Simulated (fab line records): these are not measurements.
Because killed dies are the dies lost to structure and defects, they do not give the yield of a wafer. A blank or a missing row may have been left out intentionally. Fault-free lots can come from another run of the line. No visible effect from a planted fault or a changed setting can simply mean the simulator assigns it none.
Matching of chambers	flow nand-harc	NHARC_P_M2_ETCH_35 on rie-diel-11 has 4 sister chambers
The step etches the open film in N2/H2, target depth 40 nm, overetch 12 nm, time 43.94 s. 22 wafers are shown with their chamber, then 11 later ones without.

== WAFERS PAIRED WITH THEIR CHAMBERS ==
wafer	chamber	drypump-motor-current-A (A)	rf-vpp-V (V)	rf-fwd-power-W (W)
L074.3	1	5.9	428.1	395.3
L074.5	0	6.6	434.5	389.7
L074.6	1	5.9	428.9	394.8
L076.2	1	5.9	427.1	397.5
L076.5	2	5.5	429.5	397.4
L076.6	3	6.5	432.0	396.4
L077.2	1	5.8	426.4	397.1
L077.3	0	6.7	435.0	390.3
L077.5	3	6.4	430.0	397.3
L078.1	0	6.6	435.7	390.7
L078.5	1	5.9	428.2	395.2
L078.6	2	5.4	429.1	400.7
L080.2	3	6.4	431.2	396.2
L080.3	1	5.9	428.2	396.6
L080.5	3	6.4	429.7	392.5
L081.2	2	5.5	428.7	397.5
L081.3	1	5.9	427.1	396.9
L081.4	0	6.6	434.8	392.3
L082.1	2	5.5	431.3	397.6
L082.2	1	5.9	426.3	395.6
L082.4	0	6.6	433.3	393.1
L084.1	2	5.5	429.8	397.9

SIGNATURES, as means of the wafers listed above
reading	chamber 0	chamber 1	chamber 2	chamber 3	scatter within a chamber
drypump-motor-current-A	6.620	5.888	5.480	6.425	0.0423
rf-vpp-V	434.660	427.538	429.680	430.725	0.965
rf-fwd-power-W	391.220	396.125	398.220	395.600	1.43
Rule: for each reading, subtract the chamber's mean from the wafer's reading, divide by that reading's scatter and square the result; add these up over the readings and take the root, which gives the wafer's distance from the chamber. The wafer belongs to the nearest chamber; if the next one is less than 2 further off, it can't be placed. The scatter is the square root of a quotient: the sum, over the shown wafers, of each reading's squared deviation from its chamber's mean, divided by wafers minus chambers.

== WAFERS WITHOUT THEIR CHAMBER ==
wafer	drypump-motor-current-A (A)	rf-vpp-V (V)	rf-fwd-power-W (W)
L084.2	6.4	430.7	393.2
L084.6	6.7	435.0	390.9
L090.2	5.5	429.1	399.1
L090.5	6.6	434.5	389.1
L090.6	5.9	427.6	395.2
L092.1	6.4	429.3	393.9
L092.2	5.4	430.8	398.6
L092.4	6.7	436.1	391.0
L095.2	5.5	430.0	396.2
L095.5	5.5	427.9	397.0
L095.6	6.4	430.7	395.5

== CHAMBER TAKEN BY EACH ==
wafer	from the rows above	in truth
L084.2	3	3
L084.6	0	0
L090.2	2	2
L090.5	0	0
L090.6	1	1
L092.1	3	3
L092.2	2	2
L092.4	0	0
L095.2	2	2
L095.5	2	2
L095.6	3	3
Placed correctly: 11 of 11. Can't be placed from these rows: 0. 0 placed wrongly.
